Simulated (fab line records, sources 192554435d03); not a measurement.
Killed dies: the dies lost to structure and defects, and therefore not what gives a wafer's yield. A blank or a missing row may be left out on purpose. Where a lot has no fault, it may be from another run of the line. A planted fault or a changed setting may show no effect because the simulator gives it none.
Which tool did it? || flow n5-finfet || 9 lots with 26 wafers sampled at 5 steps, on a route of 1938 steps

== WHAT THE GAUGES SHOWED, per wafer ==
N5_BEOL_M4_RC_MEAS_101. Usual: DIBL_N 36.6 mV/V, standard deviation 1.8; DIBL_P 37.1 mV/V, standard deviation 2.1; IOFF_N 0.17 nA/um, standard deviation 0.033; IOFF_P 0.23 nA/um, standard deviation 0.039; ION_N 681 uA/um, standard deviation 13; ION_P 467 uA/um, standard deviation 8.7; SS_N 71.6 mV/dec, standard deviation 0.59; SS_P 73.4 mV/dec, standard deviation 0.63; VT_N 249 mV, standard deviation 3.4; VT_P -249 mV, standard deviation 3.7.
{"lot": "L960", "measured": "day 7 22:34", "on": "prober-01", "DIBL_N (mV/V)": "38.4 36.5 38.5", "DIBL_P (mV/V)": "38.5 36.3 37.2", "IOFF_N (nA/um)": "0.19 0.15 0.19", "IOFF_P (nA/um)": "0.23 0.19 0.20", "ION_N (uA/um)": "685 692 680", "ION_P (uA/um)": "469 470 457", "SS_N (mV/dec)": "71.4 70.9 72.4", "SS_P (mV/dec)": "74.2 73.0 73.7", "VT_N (mV)": "247 249 247", "VT_P (mV)": "-252 -253 -252", "flag": ""}
{"lot": "L968", "measured": "day 10 04:15", "on": "prober-01", "DIBL_N (mV/V)": "40.0 38.0 37.6", "DIBL_P (mV/V)": "40.4 38.1 36.9", "IOFF_N (nA/um)": "0.23 0.19 0.18", "IOFF_P (nA/um)": "0.29 0.23 0.22", "ION_N (uA/um)": "683 694 682", "ION_P (uA/um)": "467 468 462", "SS_N (mV/dec)": "72.9 71.4 71.9", "SS_P (mV/dec)": "74.0 73.3 73.9", "VT_N (mV)": "247 247 248", "VT_P (mV)": "-244 -249 -251", "flag": ""}
{"lot": "L969", "measured": "day 10 04:35", "on": "prober-02", "DIBL_N (mV/V)": "39.0 38.1 36.4", "DIBL_P (mV/V)": "41.3 40.6 38.9", "IOFF_N (nA/um)": "0.22 0.20 0.15", "IOFF_P (nA/um)": "0.27 0.27 0.22", "ION_N (uA/um)": "684 695 670", "ION_P (uA/um)": "464 481 471", "SS_N (mV/dec)": "72.2 72.2 71.5", "SS_P (mV/dec)": "73.6 73.1 72.7", "VT_N (mV)": "246 247 250", "VT_P (mV)": "-247 -246 -248", "flag": ""}
{"lot": "L976", "measured": "day 12 05:02", "on": "prober-02", "DIBL_N (mV/V)": "38.4 36.0 36.4", "DIBL_P (mV/V)": "38.3 36.4 36.4", "IOFF_N (nA/um)": "0.20 0.16 0.17", "IOFF_P (nA/um)": "0.25 0.23 0.23", "ION_N (uA/um)": "688 664 671", "ION_P (uA/um)": "467 462 463", "SS_N (mV/dec)": "72.3 71.3 72.0", "SS_P (mV/dec)": "74.1 72.6 72.9", "VT_N (mV)": "249 253 249", "VT_P (mV)": "-248 -250 -248", "flag": ""}
{"lot": "L981", "measured": "day 13 04:14", "on": "prober-01", "DIBL_N (mV/V)": "41.7 36.8", "DIBL_P (mV/V)": "43.4 36.5", "IOFF_N (nA/um)": "0.33 0.17", "IOFF_P (nA/um)": "0.40 0.23", "ION_N (uA/um)": "728 681", "ION_P (uA/um)": "499 472", "SS_N (mV/dec)": "72.3 71.1", "SS_P (mV/dec)": "75.2 73.5", "VT_N (mV)": "237 248", "VT_P (mV)": "-238 -248", "flag": ""}
{"lot": "L983", "measured": "day 13 12:21", "on": "prober-01", "DIBL_N (mV/V)": "37.6 35.7 35.8", "DIBL_P (mV/V)": "36.1 34.1 33.4", "IOFF_N (nA/um)": "0.19 0.15 0.14", "IOFF_P (nA/um)": "0.23 0.19 0.19", "ION_N (uA/um)": "680 683 659", "ION_P (uA/um)": "465 460 454", "SS_N (mV/dec)": "71.9 71.6 71.4", "SS_P (mV/dec)": "73.3 72.8 72.7", "VT_N (mV)": "248 249 251", "VT_P (mV)": "-248 -250 -250", "flag": ""}

== EACH LOT AND THE TOOL THAT RAN IT (in order: tool; ch and the chambers of the sampled wafers; start) ==
{"lot": "L960", "N5_BEOL_M0_SAQP_MANDREL_ETCH_103": "rie-si-06 ch 2,3, day 5 13:19", "N5_BEOL_M0_SAQP_RECESS_104": "vapor-etch-02 ch 1, day 5 13:23", "N5_BEOL_M0_SAQP_ETCH_106": "rie-diel-05 ch 2,3, day 5 13:50", "N5_BEOL_M0_SAQP_ETCH_73": "rie-diel-02 ch 2,3, day 5 15:22"}
{"lot": "L968", "N5_BEOL_M0_SAQP_MANDREL_ETCH_103": "rie-si-06 ch 0,1,2, day 7 16:01", "N5_BEOL_M0_SAQP_RECESS_104": "vapor-etch-01 ch 0, day 7 16:06", "N5_BEOL_M0_SAQP_ETCH_106": "rie-diel-05 ch 0,1,3, day 7 16:33", "N5_BEOL_M0_SAQP_ETCH_73": "rie-diel-05 ch 1,2,3, day 7 18:45"}
{"lot": "L969", "N5_BEOL_M0_SAQP_MANDREL_ETCH_103": "rie-si-06 ch 1,2, day 7 20:38", "N5_BEOL_M0_SAQP_RECESS_104": "vapor-etch-02 ch 0,1, day 7 20:43", "N5_BEOL_M0_SAQP_ETCH_106": "rie-diel-05 ch 0,2,3, day 7 21:10", "N5_BEOL_M0_SAQP_ETCH_73": "rie-diel-05 ch 0,1,2, day 7 22:43"}
{"lot": "L970", "N5_BEOL_M0_SAQP_MANDREL_ETCH_103": "rie-si-02 ch 0,1,2, day 8 01:34", "N5_BEOL_M0_SAQP_RECESS_104": "vapor-etch-01 ch 0,1, day 8 01:46", "N5_BEOL_M0_SAQP_ETCH_106": "rie-diel-03 ch 0,1,2, day 8 02:06", "N5_BEOL_M0_SAQP_ETCH_73": "rie-diel-03 ch 2,3, day 8 04:17"}
{"lot": "L971", "N5_BEOL_M0_SAQP_MANDREL_ETCH_103": "rie-si-06 ch 0,2,3, day 8 07:56", "N5_BEOL_M0_SAQP_RECESS_104": "vapor-etch-01 ch 0,1, day 8 08:01", "N5_BEOL_M0_SAQP_ETCH_106": "rie-diel-02 ch 0,1,2, day 8 08:28", "N5_BEOL_M0_SAQP_ETCH_73": "rie-diel-03 ch 0,1,2, day 8 10:00"}
{"lot": "L972", "N5_BEOL_M0_SAQP_MANDREL_ETCH_103": "rie-si-04 ch 1,2,3, day 8 13:50", "N5_BEOL_M0_SAQP_RECESS_104": "vapor-etch-01 ch 0,1, day 8 13:55", "N5_BEOL_M0_SAQP_ETCH_106": "rie-diel-03 ch 0,1,3, day 8 14:22", "N5_BEOL_M0_SAQP_ETCH_73": "rie-diel-05 ch 0,2,3, day 8 17:37"}
{"lot": "L976", "N5_BEOL_M0_SAQP_MANDREL_ETCH_103": "rie-si-02 ch 1,2,3, day 9 18:49", "N5_BEOL_M0_SAQP_RECESS_104": "vapor-etch-02 ch 0,1, day 9 18:54", "N5_BEOL_M0_SAQP_ETCH_106": "rie-diel-03 ch 1,2,3, day 9 19:25", "N5_BEOL_M0_SAQP_ETCH_73": "rie-diel-03 ch 0,1,3, day 9 21:12"}
{"lot": "L981", "N5_BEOL_M0_SAQP_MANDREL_ETCH_103": "rie-si-04 ch 2,3, day 10 18:53", "N5_BEOL_M0_SAQP_RECESS_104": "vapor-etch-01 ch 1, day 10 19:25", "N5_BEOL_M0_SAQP_ETCH_106": "rie-diel-02 ch 2,3, day 10 19:46", "N5_BEOL_M0_SAQP_ETCH_73": "rie-diel-03 ch 2,3, day 10 21:17"}
{"lot": "L983", "N5_BEOL_M0_SAQP_MANDREL_ETCH_103": "rie-si-02 ch 0,2,3, day 11 09:29", "N5_BEOL_M0_SAQP_RECESS_104": "vapor-etch-01 ch 0,1, day 11 09:41", "N5_BEOL_M0_SAQP_ETCH_106": "rie-diel-05 ch 1,2, day 11 10:06", "N5_BEOL_M0_SAQP_ETCH_73": "rie-diel-05 ch 0,2,3, day 11 11:43"}
- N5_BEOL_M0_SAQP_MANDREL_ETCH_103: etches a-Si in HBr/Cl2, stops on SiCN, target depth 45 nm, bt time 10 s, time 27 s.
- N5_BEOL_M0_SAQP_RECESS_104: chemistry HF/NH3, target SiO2, target depth 18 nm, afs cycles 3, sublimation time 60 s.
- N5_BEOL_M0_SAQP_ETCH_106: etches SOC in N2/H2, stops on SiNx, target depth 150 nm.
- N5_BEOL_M0_SAQP_ETCH_73: etches SiARC in CF4, target depth 19.5 nm, time 32.5 s.

== AS READ BY THE TOOLS THEMSELVES (means over the sampled wafers that have a number; for cases with no such wafer, the mark the record gives instead) ==
N5_BEOL_M0_SAQP_MANDREL_ETCH_103. Usual: HBr_flow_sccm 150.1 sccm, standard deviation 0.42; bias-w 74.98 W, standard deviation 0.22; chamber-pressure-mTorr 10.000 mTorr, standard deviation 0.011; drypump-motor-current-A 5.8 A, standard deviation 0.48; mfc-cl2-sccm 80.01 sccm, standard deviation 0.23; oes-product-au 0.681 a.u., standard deviation 0.0096; throttle-valve-pct 35.54 %, standard deviation 0.27.
{"lot": "L960", "tool": "rie-si-06", "HBr_flow_sccm (sccm)": 149.8, "bias-w (W)": 74.86, "chamber-pressure-mTorr (mTorr)": 10.012, "drypump-motor-current-A (A)": 5.4, "mfc-cl2-sccm (sccm)": 80.09, "oes-product-au (a.u.)": 0.690, "throttle-valve-pct (%)": 35.44, "flag": ""}
{"lot": "L968", "tool": "rie-si-06", "HBr_flow_sccm (sccm)": 150.6, "bias-w (W)": 75.01, "chamber-pressure-mTorr (mTorr)": 9.988, "drypump-motor-current-A (A)": 5.6, "mfc-cl2-sccm (sccm)": 80.32, "oes-product-au (a.u.)": 0.683, "throttle-valve-pct (%)": 35.74, "flag": ""}
{"lot": "L969", "tool": "rie-si-06", "HBr_flow_sccm (sccm)": 149.8, "bias-w (W)": 74.99, "chamber-pressure-mTorr (mTorr)": 10.001, "drypump-motor-current-A (A)": 5.6, "mfc-cl2-sccm (sccm)": 79.99, "oes-product-au (a.u.)": 0.693, "throttle-valve-pct (%)": 35.62, "flag": ""}
{"lot": "L970", "tool": "rie-si-02", "HBr_flow_sccm (sccm)": 150.0, "bias-w (W)": 74.99, "chamber-pressure-mTorr (mTorr)": 10.000, "drypump-motor-current-A (A)": 5.7, "mfc-cl2-sccm (sccm)": 80.14, "oes-product-au (a.u.)": 0.683, "throttle-valve-pct (%)": 35.33, "flag": ""}
{"lot": "L971", "tool": "rie-si-06", "HBr_flow_sccm (sccm)": 150.3, "bias-w (W)": 74.88, "chamber-pressure-mTorr (mTorr)": 10.004, "drypump-motor-current-A (A)": 5.5, "mfc-cl2-sccm (sccm)": 79.91, "oes-product-au (a.u.)": 0.688, "throttle-valve-pct (%)": 35.54, "flag": ""}
{"lot": "L972", "tool": "rie-si-04", "HBr_flow_sccm (sccm)": 149.7, "bias-w (W)": 74.86, "chamber-pressure-mTorr (mTorr)": 9.999, "drypump-motor-current-A (A)": 6.2, "mfc-cl2-sccm (sccm)": 79.98, "oes-product-au (a.u.)": 0.683, "throttle-valve-pct (%)": 35.46, "flag": ""}
{"lot": "L976", "tool": "rie-si-02", "HBr_flow_sccm (sccm)": 149.8, "bias-w (W)": 74.82, "chamber-pressure-mTorr (mTorr)": 10.007, "drypump-motor-current-A (A)": 5.7, "mfc-cl2-sccm (sccm)": 79.74, "oes-product-au (a.u.)": 0.670, "throttle-valve-pct (%)": 35.49, "flag": ""}
{"lot": "L981", "tool": "rie-si-04", "HBr_flow_sccm (sccm)": 150.1, "bias-w (W)": 74.95, "chamber-pressure-mTorr (mTorr)": 9.985, "drypump-motor-current-A (A)": 6.3, "mfc-cl2-sccm (sccm)": 80.14, "oes-product-au (a.u.)": 0.683, "throttle-valve-pct (%)": 35.35, "flag": ""}
{"lot": "L983", "tool": "rie-si-02", "HBr_flow_sccm (sccm)": 150.2, "bias-w (W)": 75.13, "chamber-pressure-mTorr (mTorr)": 9.992, "drypump-motor-current-A (A)": 6.2, "mfc-cl2-sccm (sccm)": 80.10, "oes-product-au (a.u.)": 0.671, "throttle-valve-pct (%)": 35.62, "flag": ""}

N5_BEOL_M0_SAQP_RECESS_104. Usual: drypump-motor-current-A 5.3 A, standard deviation 0.5.
{"lot": "L960", "tool": "vapor-etch-02", "drypump-motor-current-A (A)": 5.2, "flag": ""}
{"lot": "L968", "tool": "vapor-etch-01", "drypump-motor-current-A (A)": 4.7, "flag": ""}
{"lot": "L969", "tool": "vapor-etch-02", "drypump-motor-current-A (A)": 5.2, "flag": ""}
{"lot": "L970", "tool": "vapor-etch-01", "drypump-motor-current-A (A)": 5.5, "flag": ""}
{"lot": "L971", "tool": "vapor-etch-01", "drypump-motor-current-A (A)": 5.5, "flag": ""}
{"lot": "L972", "tool": "vapor-etch-01", "drypump-motor-current-A (A)": 5.1, "flag": ""}
{"lot": "L976", "tool": "vapor-etch-02", "drypump-motor-current-A (A)": 5.2, "flag": ""}
{"lot": "L981", "tool": "vapor-etch-01", "drypump-motor-current-A (A)": 5.9, "flag": ""}
{"lot": "L983", "tool": "vapor-etch-01", "drypump-motor-current-A (A)": 5.1, "flag": ""}

N5_BEOL_M0_SAQP_ETCH_106. Usual: bias-w is 61.01 W with standard deviation 0.18, chamber-pressure-mTorr is 29.997 mTorr with standard deviation 0.028, drypump-motor-current-A is 5.6 A with standard deviation 0.38, oes-product-au is 0.77 a.u. with standard deviation 0.088, rf-vpp-V is 240.3 V with standard deviation 1.4, showerhead-plenum-p-Torr is 2.51 Torr with standard deviation 0.095, and throttle-valve-pct is 17.8 % with standard deviation 0.31.
{"lot": "L960", "tool": "rie-diel-05", "bias-w (W)": 61.29, "chamber-pressure-mTorr (mTorr)": 29.991, "drypump-motor-current-A (A)": 5.4, "oes-product-au (a.u.)": 0.70, "rf-vpp-V (V)": 240.2, "showerhead-plenum-p-Torr (Torr)": 2.56, "throttle-valve-pct (%)": 18.2, "flag": ""}
{"lot": "L968", "tool": "rie-diel-05", "bias-w (W)": 60.95, "chamber-pressure-mTorr (mTorr)": 29.969, "drypump-motor-current-A (A)": 5.8, "oes-product-au (a.u.)": 0.72, "rf-vpp-V (V)": 239.5, "showerhead-plenum-p-Torr (Torr)": 2.43, "throttle-valve-pct (%)": 18.0, "flag": ""}
{"lot": "L969", "tool": "rie-diel-05", "bias-w (W)": 60.96, "chamber-pressure-mTorr (mTorr)": 29.996, "drypump-motor-current-A (A)": 5.5, "oes-product-au (a.u.)": 0.71, "rf-vpp-V (V)": 240.9, "showerhead-plenum-p-Torr (Torr)": 2.50, "throttle-valve-pct (%)": 18.2, "flag": ""}
{"lot": "L970", "tool": "rie-diel-03", "bias-w (W)": 61.07, "chamber-pressure-mTorr (mTorr)": 30.001, "drypump-motor-current-A (A)": 5.3, "oes-product-au (a.u.)": 0.74, "rf-vpp-V (V)": 240.6, "showerhead-plenum-p-Torr (Torr)": 2.49, "throttle-valve-pct (%)": 17.8, "flag": ""}
{"lot": "L971", "tool": "rie-diel-02", "bias-w (W)": 61.16, "chamber-pressure-mTorr (mTorr)": 29.997, "drypump-motor-current-A (A)": 5.6, "oes-product-au (a.u.)": 0.79, "rf-vpp-V (V)": 240.4, "showerhead-plenum-p-Torr (Torr)": 2.52, "throttle-valve-pct (%)": 17.5, "flag": ""}
{"lot": "L972", "tool": "rie-diel-03", "bias-w (W)": 60.98, "chamber-pressure-mTorr (mTorr)": 29.977, "drypump-motor-current-A (A)": 5.5, "oes-product-au (a.u.)": 0.74, "rf-vpp-V (V)": 239.1, "showerhead-plenum-p-Torr (Torr)": 2.46, "throttle-valve-pct (%)": 17.6, "flag": ""}
{"lot": "L976", "tool": "rie-diel-03", "bias-w (W)": 60.87, "chamber-pressure-mTorr (mTorr)": 30.021, "drypump-motor-current-A (A)": 5.2, "oes-product-au (a.u.)": 0.71, "rf-vpp-V (V)": 240.4, "showerhead-plenum-p-Torr (Torr)": 2.52, "throttle-valve-pct (%)": 17.8, "flag": ""}
{"lot": "L981", "tool": "rie-diel-02", "bias-w (W)": 60.98, "chamber-pressure-mTorr (mTorr)": 30.004, "drypump-motor-current-A (A)": 5.8, "oes-product-au (a.u.)": 0.88, "rf-vpp-V (V)": 241.1, "showerhead-plenum-p-Torr (Torr)": 2.60, "throttle-valve-pct (%)": 17.7, "flag": ""}
{"lot": "L983", "tool": "rie-diel-05", "bias-w (W)": 61.08, "chamber-pressure-mTorr (mTorr)": 30.002, "drypump-motor-current-A (A)": 5.6, "oes-product-au (a.u.)": 0.94, "rf-vpp-V (V)": 241.5, "showerhead-plenum-p-Torr (Torr)": 2.64, "throttle-valve-pct (%)": 17.8, "flag": ""}

N5_BEOL_M0_SAQP_ETCH_73. Usual: bias-w 36.00 W, standard deviation 0.1; cf4-flow-sccm 99.9 sccm, standard deviation 0.33; chamber-pressure-mTorr 40.00 mTorr, standard deviation 0.036; drypump-motor-current-A 5.6 A, standard deviation 0.36; etch-rf-on-time-s 32.7 s, standard deviation 0.84; oes-product-au 0.65 a.u., standard deviation 0.074; rf-vpp-V 183.8 V, standard deviation 1.2; showerhead-plenum-p-Torr 2.11 Torr, standard deviation 0.069; throttle-valve-pct 15.61 %, standard deviation 0.26.
{"lot": "L960", "tool": "rie-diel-02", "bias-w (W)": 35.95, "cf4-flow-sccm (sccm)": 100.2, "chamber-pressure-mTorr (mTorr)": 40.00, "drypump-motor-current-A (A)": 5.8, "etch-rf-on-time-s (s)": 32.5, "oes-product-au (a.u.)": 0.72, "rf-vpp-V (V)": 183.8, "showerhead-plenum-p-Torr (Torr)": 2.08, "throttle-valve-pct (%)": 15.46, "flag": ""}
{"lot": "L968", "tool": "rie-diel-05", "bias-w (W)": 35.88, "cf4-flow-sccm (sccm)": 99.8, "chamber-pressure-mTorr (mTorr)": 39.98, "drypump-motor-current-A (A)": 5.7, "etch-rf-on-time-s (s)": 33.0, "oes-product-au (a.u.)": 0.60, "rf-vpp-V (V)": 183.7, "showerhead-plenum-p-Torr (Torr)": 2.09, "throttle-valve-pct (%)": 15.87, "flag": ""}
{"lot": "L969", "tool": "rie-diel-05", "bias-w (W)": 36.06, "cf4-flow-sccm (sccm)": 100.1, "chamber-pressure-mTorr (mTorr)": 40.02, "drypump-motor-current-A (A)": 5.6, "etch-rf-on-time-s (s)": 32.6, "oes-product-au (a.u.)": 0.60, "rf-vpp-V (V)": 183.0, "showerhead-plenum-p-Torr (Torr)": 2.09, "throttle-valve-pct (%)": 15.84, "flag": ""}
{"lot": "L970", "tool": "rie-diel-03", "bias-w (W)": "-", "cf4-flow-sccm (sccm)": "-", "chamber-pressure-mTorr (mTorr)": "-", "drypump-motor-current-A (A)": "-", "etch-rf-on-time-s (s)": "-", "oes-product-au (a.u.)": "-", "rf-vpp-V (V)": "-", "showerhead-plenum-p-Torr (Torr)": "-", "throttle-valve-pct (%)": "-", "flag": "OFF"}
{"lot": "L971", "tool": "rie-diel-03", "bias-w (W)": "-", "cf4-flow-sccm (sccm)": "-", "chamber-pressure-mTorr (mTorr)": "-", "drypump-motor-current-A (A)": "-", "etch-rf-on-time-s (s)": "-", "oes-product-au (a.u.)": "-", "rf-vpp-V (V)": "-", "showerhead-plenum-p-Torr (Torr)": "-", "throttle-valve-pct (%)": "-", "flag": "OFF"}
{"lot": "L972", "tool": "rie-diel-05", "bias-w (W)": "-", "cf4-flow-sccm (sccm)": "-", "chamber-pressure-mTorr (mTorr)": "-", "drypump-motor-current-A (A)": "-", "etch-rf-on-time-s (s)": "-", "oes-product-au (a.u.)": "-", "rf-vpp-V (V)": "-", "showerhead-plenum-p-Torr (Torr)": "-", "throttle-valve-pct (%)": "-", "flag": "OFF"}
{"lot": "L976", "tool": "rie-diel-03", "bias-w (W)": 35.95, "cf4-flow-sccm (sccm)": 99.9, "chamber-pressure-mTorr (mTorr)": 39.96, "drypump-motor-current-A (A)": 5.5, "etch-rf-on-time-s (s)": 32.5, "oes-product-au (a.u.)": 0.64, "rf-vpp-V (V)": 182.7, "showerhead-plenum-p-Torr (Torr)": 2.08, "throttle-valve-pct (%)": 15.51, "flag": ""}
{"lot": "L981", "tool": "rie-diel-03", "bias-w (W)": 36.06, "cf4-flow-sccm (sccm)": 99.8, "chamber-pressure-mTorr (mTorr)": 39.99, "drypump-motor-current-A (A)": 5.2, "etch-rf-on-time-s (s)": 32.8, "oes-product-au (a.u.)": 0.61, "rf-vpp-V (V)": 184.6, "showerhead-plenum-p-Torr (Torr)": 2.17, "throttle-valve-pct (%)": 15.61, "flag": ""}
{"lot": "L983", "tool": "rie-diel-05", "bias-w (W)": 35.99, "cf4-flow-sccm (sccm)": 99.9, "chamber-pressure-mTorr (mTorr)": 40.00, "drypump-motor-current-A (A)": 5.4, "etch-rf-on-time-s (s)": 33.2, "oes-product-au (a.u.)": 0.68, "rf-vpp-V (V)": 183.4, "showerhead-plenum-p-Torr (Torr)": 2.09, "throttle-valve-pct (%)": 15.76, "flag": ""}

== THE ANSWER, worked out from the rows above alone ==
Rule: take the mean of a lot's wafers that have a number; if it is more than 3 standard deviations from the usual mean, the lot is off. Also off: a lot with no number at a reading for which 4 or more lots have one. The other lots that the step has rows for count as sound. The gauges are gone through in route order, then the tools' own readings, and for those a lot's mean is taken as printed above. At the first step where some lot is off, the reading lying furthest off is the one used; lots without a number count as furthest.
Off: L970, L971, L972 (N5_BEOL_M0_SAQP_ETCH_73, bias-w). Without a number there: L970, L971, L972.
If a tool, at that step or one of the process steps before it, ran each lot that is off and ran no sound lot following the first of them, it fits. Of those tried, none fits.

== WHAT HAD BEEN PUT IN BY THE SIMULATOR ==
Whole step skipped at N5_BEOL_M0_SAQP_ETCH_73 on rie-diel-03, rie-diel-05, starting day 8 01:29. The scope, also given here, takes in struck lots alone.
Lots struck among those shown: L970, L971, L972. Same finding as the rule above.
